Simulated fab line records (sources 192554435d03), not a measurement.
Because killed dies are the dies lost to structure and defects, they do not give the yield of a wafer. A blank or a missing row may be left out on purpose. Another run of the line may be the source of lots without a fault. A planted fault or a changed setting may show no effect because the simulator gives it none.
Split-lot study    flow n5-finfet    21 wafers read across 7 lots, on a route 1938 steps long

## ON THE SPLIT
At N5_SD_EPI_N_COAT_33 (time 60 s, resist thk 35 nm), the setting spin-rpm was moved away from the recipe's 1500 rpm on 6 of the 21 wafers read, by -8.9% to -5.7%. For the rest of the wafers, this setting stayed at what the recipe calls for.

## FROM THE SPLIT TO THE READING: what the file shows between them, 5 steps
- N5_SD_EPI_N_EXPOSE_06: exposes mask SD N BLK, target cd 120 nm (also split here: dose-mj)
- N5_SD_EPI_N_PEB_07: peb time 60 s
- N5_SD_EPI_N_DEVELOP_08: develop time 30 s
- N5_SD_EPI_N_CD_MEAS_09: target cd 120 nm
- N5_SD_EPI_N_DESCUM_14: chemistry O2, time 7.9 s

## THE READING
CAR-ArF-block_of_SD_EPI_N_COAT_03.thk-nm (the simulator's own value, which no gauge read), in nm, at N5_SD_EPI_N_ETCH_34 (etches SiARC in CF4, target depth 45.5 nm, time 75.8 s). The file gives no usual value for it. Average 111.2 nm, standard deviation 0.2 nm, over the 15 wafers here run with the recipe.

wafer   tool, chamber at the split  spin-rpm as run, rpm  against the recipe  CAR-ArF-block_of_SD_EPI_N_COAT_03.thk-nm, nm  against lot-mates on the recipe
L074.2  litho-track-05, 0           1500                  recipe              111.2                                         -
L074.3  litho-track-05, 0           1500                  recipe              111.2                                         -
L074.5  litho-track-05, 0           1500                  recipe              111.4                                         -
L077.2  litho-track-04, 0           1367                  -8.9%               109.4                                         no lot-mate on the recipe
L077.3  litho-track-04, 0           1367                  -8.9%               109.6                                         no lot-mate on the recipe
L077.5  litho-track-04, 0           1367                  -8.9%               109.2                                         no lot-mate on the recipe
L087.1  litho-track-04, 0           1500                  recipe              111.4                                         -
L087.2  litho-track-04, 0           1500                  recipe              111.2                                         -
L087.4  litho-track-04, 0           1414                  -5.7%               110.6                                         -0.7
L088.1  litho-track-05, 0           1500                  recipe              111.2                                         -
L088.3  litho-track-05, 0           1500                  recipe              111.2                                         -
L088.5  litho-track-05, 0           1500                  recipe              111.6                                         -
L093.4  litho-track-02, 0           1500                  recipe              111.2                                         -
L093.5  litho-track-02, 0           1500                  recipe              110.8                                         -
L093.6  litho-track-02, 0           1500                  recipe              111.4                                         -
L095.2  litho-track-02, 0           1500                  recipe              111                                           -
L095.3  litho-track-02, 0           1500                  recipe              111                                           -
L095.4  litho-track-02, 0           1500                  recipe              111                                           -
L096.1  litho-track-02, 0           1371                  -8.6%               109.6                                         -1.8
L096.2  litho-track-02, 0           1500                  recipe              111.4                                         -
L096.4  litho-track-02, 0           1371                  -8.6%               110.2                                         -1.2

FIT RESULTS
A straight line over all 21 wafers: CAR-ArF-block_of_SD_EPI_N_COAT_03.thk-nm changes by +0.18 nm for each +1% of spin-rpm; r = +0.94; the points scatter about the line by 0.26 nm.
The same after taking each lot's own level away (the mean of its wafers on the recipe; 18 wafers): +0.166 nm for each +1%; r = +0.94; scatter 0.19 nm.
The reading moves by 1.5 nm for the largest change in spin-rpm, on that fit.
The lots' own levels span 111.00 to 111.40 nm, that is 2.0 times the standard deviation above.
Hence the lot-to-lot level has little effect on the slope; both slopes agree.
Check: with one of the wafers moved furthest among these (-8.6%) left out of the fit, the line predicts -1.15 nm for it against its lot-mates. Against them it came out at -1.8 nm.

## THESE WAFERS: OTHER SPLITS
Note: prior to the reading, these wafers also went through further splits. Each is held against what the fit with the lots' levels taken away leaves over:
other split on the same wafers                     wafers away from the commonest value  r with CAR-ArF-block_of_SD_EPI_N_COAT_03.thk-nm (lot level and that fit taken away)
N5_PMOS_HMC_CHANNEL_EPI_HM_DEP_34 time-s           6                                     +0.08
N5_PMOS_HMC_CHANNEL_EPI_DEVELOP_08 develop-time-s  7                                     -0.28
N5_FIN_SAQP_SPACER1_ALD_24 ald-cycles              7                                     +0.25
N5_SD_EPI_N_EXPOSE_06 dose-mj                      5                                     -0.03

## THE WHOLE CHAIN: every reading that the file lists as answering this split, in the file's order
step                 what it does                                            reading                                                                                    change (the file's fit)                r (the file's)
N5_SD_EPI_N_COAT_33  time 60 s, resist thk 35 nm                             SiARC_of_SD_EPI_N_COAT_33.thk-nm (the simulator's own value, which no gauge read)          -0.201 nm for each +1% of the setting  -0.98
N5_SD_EPI_N_ETCH_34  etches SiARC in CF4, target depth 45.5 nm, time 75.8 s  etch.depth-nm (the simulator's own value, which no gauge read)                             -0.185 nm for each +1% of the setting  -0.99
N5_SD_EPI_N_ETCH_34  etches SiARC in CF4, target depth 45.5 nm, time 75.8 s  CAR-ArF-block_of_SD_EPI_N_COAT_03.thk-nm (the simulator's own value, which no gauge read)  +0.158 nm for each +1% of the setting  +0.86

## THE FILE'S OWN FIT
CAR-ArF-block_of_SD_EPI_N_COAT_03.thk-nm changes by +0.158 nm for each +1% of spin-rpm, r = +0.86.
